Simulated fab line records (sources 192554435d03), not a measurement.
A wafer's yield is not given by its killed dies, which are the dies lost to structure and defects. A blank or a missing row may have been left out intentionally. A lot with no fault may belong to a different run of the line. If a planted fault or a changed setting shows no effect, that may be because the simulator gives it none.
Comparing a struck lot with a sound one ; flow n5Finfet ; 16 out of 1938 route steps
Sound: these wafers, L608.1, L608.3, L608.4. Struck: wafer L624.5 (left out: L624.4, a lot-mate that was not struck); the cause follows at the end.
Each step with rows lists, per side, the tool, then ch with its chambers, then its first start. Under that, the readings that differ: sound wafers ; struck wafers ; difference of the means ; sigmas: that difference in standard deviations of wafers without a fault.
alike: same words and numbers on both sides, and readings whose means sit less than 2 such deviations apart. not compared: any withheld reading, any reading some wafer has no value for, any bound like >300 that may hide the same value, and any number with overlapping values for which the record gives no deviation.
Wherever a step has rows on one side only, a row that says differs or no value, or a row with sigmas, the two part there. Numbers that don't overlap but have no deviation are shown without sigmas and don't part them. Lack of a reading on every wafer of one side parts them only where that side has two or more wafers.

first, 1 step without rows for these wafers: N5_BEOL_M3_DEVELOP_27 (develop time 30 s).
N5_BEOL_M3_CD_MEAS_28: target cd 25.7 nm, target cd y 23.3 nm.
  sound on cdSem-03 ch 0, day 7 03:53; struck on cdSem-02 ch 0, day 11 18:01
reading;sound;struck;difference;sigmas
cdNm (nm);25.52 25.55 25.44;25.95;+0.45;+2
N5_BEOL_M3_OVL_MEAS_29:
  sound on overlay-02 ch 0, day 7 03:55; struck on overlay-01 ch 0, day 11 18:03
  alike: V2_OVL
N5_BEOL_M3_INSPECT_30: inspects for defects (brightfield).
  struck on defectInspect-02, day 11 18:05; sound on defectInspect-01, day 7 03:59
  alike: rawDefectCount
N5_BEOL_M3_DESCUM_33: chemistry O2, time 7 s.
  sound on rieDiel-01 ch 0,1, day 7 04:01; struck on rieDiel-01 ch 0, day 11 18:13
  alike: biasPowerW, drypumpMotorCurrentA, o2FlowSccm, oesProductAu, rfVppV, showerheadPlenumPTorr, throttleValvePct
  not compared: rfHoursCounterH
N5_BEOL_M3_ETCH_77: etches underlayer in N2/H2, target depth 6.5 nm, time 5.2 s.
  sound on rieDiel-01 ch 0,1, day 7 04:03; struck on rieDiel-01 ch 0, day 11 18:15
  alike: drypumpMotorCurrentA, etchRfOnTimeS, oesProductAu, rfVppV, showerheadPlenumPTorr, throttleValvePct
  not compared: rfHoursCounterH
N5_BEOL_M3_ETCH_69: etches SiARC in CF4, target depth 15.6 nm, time 26 s.
  sound on rieDiel-01 ch 0,1, day 7 04:04; struck on rieDiel-01 ch 0, day 11 18:16
  alike: drypumpMotorCurrentA, etchRfOnTimeS, oesProductAu, rfVppV, showerheadPlenumPTorr, throttleValvePct
  not compared: rfHoursCounterH
N5_BEOL_M3_ALD_98: deposits SiO2, target thk 2.5 nm, pulse time 1 s, co reactant pulse time 1 s.
  sound on aldSin-02 ch 1,2,3, day 7 04:36; struck on aldSin-04 ch 2, day 11 18:24
reading;sound;struck;difference;sigmas
heaterPowerW (W);79 80 70;103;+27;+3
susceptorTempC (C);99.82 100.05 99.88;100.32;+0.40;+3
  alike: precursorPulseHeightRel
then, 1 step without rows for these wafers: N5_BEOL_M3_ETCHBACK_99 (etches SiO2 in CHF3, target depth 5 nm, time 10.4 s).
N5_BEOL_M3_ETCH_70: etches SOC in N2/H2, target depth 80 nm, overetch 16 nm, time 120 s.
  sound on rieDiel-01 ch 0,2, day 7 06:04; struck on rieDiel-01 ch 1, day 11 20:18
  alike: drypumpMotorCurrentA, oesProductAu, rfVppV, showerheadPlenumPTorr, throttleValvePct
  not compared: rfHoursCounterH
then, 2 steps without rows for these wafers: N5_BEOL_M3_STRIP_71 (strips in N2/H2); N5_BEOL_M3_STRIP_78 (strips in N2/H2).
N5_BEOL_M3_VIA_ETCH_34: etches the open film in C4F6/O2, target depth 69.4 nm, time 65.9 s.
  sound on rieDiel-01 ch 0,2, day 7 06:11; struck on rieDiel-01 ch 1, day 11 20:24
reading;sound;struck;difference;sigmas
rfVppV (V);650 660 651;685;+31;+3
model.etch.depthNm (nm);68.29 70.27 68.95;53.31;-15.86;
model.SOC_of_BEOL_M3_COAT_67.thkNm (nm);51.6 51.6 51.4;53.8;+2.3;
  alike: drypumpMotorCurrentA, oesProductAu, showerheadPlenumPTorr, throttleValvePct
  not compared: rfHoursCounterH
then, 1 step without rows for these wafers: N5_BEOL_M3_STRIP_83 (strips in C4F6/O2).
N5_BEOL_M4_RC_MEAS_101:
  sound on prober-01 ch 0, day 7 23:14; struck on prober-01 ch 0, day 12 13:45
  alike: DIBL_N, DIBL_P, IOFF_N, IOFF_P, ION_N, ION_P, SS_N, SS_P, VT_N, VT_P
N5_PASSIVATION_PROBE_49:
  the record has rows for the sound wafers here (prober-02, day 12 13:33) and none for the struck ones

== WHERE THEY PART ==
At N5_BEOL_M3_CD_MEAS_28 first; at N5_PASSIVATION_PROBE_49 last (within this record only).

WHY: what had been put in by the simulator
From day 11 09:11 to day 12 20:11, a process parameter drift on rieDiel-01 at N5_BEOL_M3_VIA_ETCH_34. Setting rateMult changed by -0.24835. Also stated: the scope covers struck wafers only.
